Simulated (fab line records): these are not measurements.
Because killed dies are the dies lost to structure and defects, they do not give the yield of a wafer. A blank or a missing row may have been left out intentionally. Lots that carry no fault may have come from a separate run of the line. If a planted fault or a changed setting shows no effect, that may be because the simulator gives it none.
Lot-split experiment -- flow n5-finfet -- 7 lots, 21 wafers read, on a route of 1938 steps

SPLIT DETAILS
At N5_BEOL_M11_COAT_05 (resist thk 90 nm), the setting spin-rpm was moved away from the recipe's 1500 rpm on 7 of the 21 wafers read, by +7.1% to +9.5%. For the rest of the wafers, this setting stayed at what the recipe calls for.

FROM THE SPLIT TO THE READING: what the file shows between them, 4 steps
- N5_BEOL_M11_EBR_07
- N5_BEOL_M11_SOFTBAKE_06: time 60 s
- N5_BEOL_M11_EXPOSE_08: exposes mask M11
- N5_BEOL_M11_PEB_09: peb time 60 s

THE READING
CAR-ArF_of_BEOL_M11_COAT_05.thk-nm (the simulator's own value, which no gauge read), in nm, at N5_BEOL_M11_DEVELOP_10 (develop time 30 s). The file does not state a usual value for it. Across the 14 wafers here that went through the recipe, the average is 88.3 nm and the standard deviation 0.25 nm.

wafer,"tool, chamber at the split","spin-rpm as run, rpm",against the recipe,"CAR-ArF_of_BEOL_M11_COAT_05.thk-nm, nm",against lot-mates on the recipe
L077.4,"litho-track-03, 0",1500,recipe,88.6,-
L077.6,"litho-track-03, 0",1500,recipe,88.6,-
L077.5,"litho-track-03, 0",1500,recipe,88.8,-
L084.1,"litho-track-04, 0",1607,+7.1%,85.4,-2.8
L084.5,"litho-track-04, 0",1607,+7.1%,85.2,-3.0
L084.6,"litho-track-04, 0",1500,recipe,88.2,-
L085.1,"litho-track-03, 0",1500,recipe,88.4,-
L085.3,"litho-track-03, 0",1643,+9.5%,84.4,-3.9
L085.6,"litho-track-03, 0",1500,recipe,88.2,-
L087.1,"litho-track-03, 0",1611,+7.4%,85.2,-2.8
L087.3,"litho-track-03, 0",1500,recipe,88,-
L087.5,"litho-track-03, 0",1611,+7.4%,84.8,-3.2
L091.1,"litho-track-02, 0",1636,+9.1%,84.4,-3.6
L091.2,"litho-track-02, 0",1500,recipe,88,-
L091.4,"litho-track-02, 0",1636,+9.1%,84.6,-3.4
L090.1,"litho-track-03, 0",1500,recipe,88.2,-
L090.3,"litho-track-03, 0",1500,recipe,88.2,-
L090.2,"litho-track-03, 0",1500,recipe,88,-
L093.2,"litho-track-02, 0",1500,recipe,88.2,-
L093.3,"litho-track-02, 0",1500,recipe,88,-
L093.4,"litho-track-02, 0",1500,recipe,88.4,-

FIT RESULTS
A straight line over all 21 wafers: CAR-ArF_of_BEOL_M11_COAT_05.thk-nm changes by -0.42 nm for each +1% of spin-rpm; r = -0.99; the points scatter about the line by 0.23 nm.
The same after taking each lot's own level away (the mean of its wafers on the recipe; 21 wafers): -0.399 nm for each +1%; r = -1.00; scatter 0.13 nm.
That fit puts the effect of the largest move of spin-rpm on the reading at 3.8 nm.
Measured against the standard deviation above, the lots' own levels, which go from 88.00 to 88.67 nm, span 2.7 times it.
The two slopes agree, so the slope changes little with the lot-to-lot level.
Check: -3.79 nm against its lot-mates is what the line predicts for one of the wafers moved furthest among these (+9.5%) when that wafer is left out of the fit. It came out at -3.9 nm against them.

FURTHER SPLITS ON THESE WAFERS
Note: prior to the reading, these wafers also went through further splits. Each is held against what the fit with the lots' levels taken away leaves over:
other split on the same wafers,wafers away from the commonest value,r with CAR-ArF_of_BEOL_M11_COAT_05.thk-nm (lot level and that fit taken away)
N5_BEOL_M7_DESCUM_33 time-s,11,+0.13
N5_BEOL_M8_ETCH_65 source-w,6,+0.12
N5_BEOL_M9_ILD_DEP_00 time-s,6,+0.00
N5_BEOL_M9_EXPOSE_08 dose-mj,9,+0.47
N5_BEOL_M10_VIA_ETCH_34 time-s,6,+0.16
N5_BEOL_M10_TRENCH_ETCH_37 bias-w,9,-0.30

THE WHOLE CHAIN: every reading that the file lists as answering this split, in the file's order
step,what it does,reading,change (the file's fit),r (the file's)
N5_BEOL_M11_COAT_05,resist thk 90 nm,"CAR-ArF_of_BEOL_M11_COAT_05.thk-nm (the simulator's own value, which no gauge read)",-0.406 nm for each +1% of the setting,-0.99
N5_BEOL_M11_DEVELOP_10,develop time 30 s,"CAR-ArF_of_BEOL_M11_COAT_05.thk-nm (the simulator's own value, which no gauge read)",-0.401 nm for each +1% of the setting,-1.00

FILE'S OWN FIT
CAR-ArF_of_BEOL_M11_COAT_05.thk-nm changes by -0.401 nm for each +1% of spin-rpm, r = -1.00.
